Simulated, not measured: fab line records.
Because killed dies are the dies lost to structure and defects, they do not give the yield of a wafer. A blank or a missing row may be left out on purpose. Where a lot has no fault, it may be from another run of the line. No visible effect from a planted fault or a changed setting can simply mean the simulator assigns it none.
Which tool is to blame? || flow n5Finfet || Sampling: 12 lots, 36 wafers, 2 of 1938 route steps

## WHAT THE GAUGES READ, wafer by wafer
N5_ZERO_LAYER_INSPECT_20: inspects for defects (darkfield).
{"lot": "L075", "measured": "day 1 19:17", "on": "defectInspect-01", "rawDefectCount": "28 32 24"}
{"lot": "L077", "measured": "day 2 07:31", "on": "defectInspect-01", "rawDefectCount": "31 14 30"}
{"lot": "L079", "measured": "day 2 19:25", "on": "defectInspect-02", "rawDefectCount": "40 22 43"}
{"lot": "L081", "measured": "day 3 07:23", "on": "defectInspect-01", "rawDefectCount": "17 20 42"}
{"lot": "L083", "measured": "day 3 19:24", "on": "defectInspect-01", "rawDefectCount": "35 50 35"}
{"lot": "L085", "measured": "day 4 07:26", "on": "defectInspect-01", "rawDefectCount": "20 25 41"}
{"lot": "L087", "measured": "day 4 19:16", "on": "defectInspect-02", "rawDefectCount": "18 26 29"}
{"lot": "L089", "measured": "day 5 07:23", "on": "defectInspect-01", "rawDefectCount": "16 28 28"}
{"lot": "L091", "measured": "day 5 19:17", "on": "defectInspect-01", "rawDefectCount": "30 25 28"}
{"lot": "L093", "measured": "day 6 07:24", "on": "defectInspect-01", "rawDefectCount": "13 26 32"}
{"lot": "L095", "measured": "day 6 19:26", "on": "defectInspect-02", "rawDefectCount": "16 52 25"}
{"lot": "L097", "measured": "day 7 07:26", "on": "defectInspect-02", "rawDefectCount": "33 30 49"}

## WHAT TOOL EACH LOT RAN ON (gives the tool, then ch and the chambers of the sampled wafers, and finally the start)
{"lot": "L075", "N5_ZERO_LAYER_DESCUM_16": "rieDiel-02 ch 2,3, day 1 18:41"}
{"lot": "L077", "N5_ZERO_LAYER_DESCUM_16": "rieDiel-06 ch 0,1,2, day 2 06:53"}
{"lot": "L079", "N5_ZERO_LAYER_DESCUM_16": "rieDiel-01 ch 1,2,3, day 2 18:50"}
{"lot": "L081", "N5_ZERO_LAYER_DESCUM_16": "rieDiel-02 ch 1,2, day 3 06:49"}
{"lot": "L083", "N5_ZERO_LAYER_DESCUM_16": "rieDiel-01 ch 0,1,3, day 3 18:49"}
{"lot": "L085", "N5_ZERO_LAYER_DESCUM_16": "rieDiel-01 ch 1,2,3, day 4 06:52"}
{"lot": "L087", "N5_ZERO_LAYER_DESCUM_16": "rieDiel-02 ch 0,1,3, day 4 18:42"}
{"lot": "L089", "N5_ZERO_LAYER_DESCUM_16": "rieDiel-06 ch 2,3, day 5 06:48"}
{"lot": "L091", "N5_ZERO_LAYER_DESCUM_16": "rieDiel-02 ch 0,2,3, day 5 18:42"}
{"lot": "L093", "N5_ZERO_LAYER_DESCUM_16": "rieDiel-06 ch 0,1,2, day 6 06:49"}
{"lot": "L095", "N5_ZERO_LAYER_DESCUM_16": "rieDiel-01 ch 0,2, day 6 18:52"}
{"lot": "L097", "N5_ZERO_LAYER_DESCUM_16": "rieDiel-02 ch 2,3, day 7 06:51"}
- N5_ZERO_LAYER_DESCUM_16: chemistry O2, time 7.9 s.

## THE ANSWER, worked out from the rows above alone
Rule: usual is defined by the lots themselves. The widest of any qualifying gaps counts: lots, ordered by their means at a reading, are off when they make up no more than a third of the lots, leave a main group of 4 or more, and stand apart from it by 3 or more times the standard deviation of that group's means. The tables above print the reading to a certain number of digits; a main group whose means all agree to those digits is not used. A lot without any number at a reading at which 4 lots or more have one is off too. Where the step has rows for the other lots, those lots are counted as sound.
Across all readings shown, no lot is off: no conclusion can be drawn from this.

## WHAT WAS PUT IN BY THE SIMULATOR
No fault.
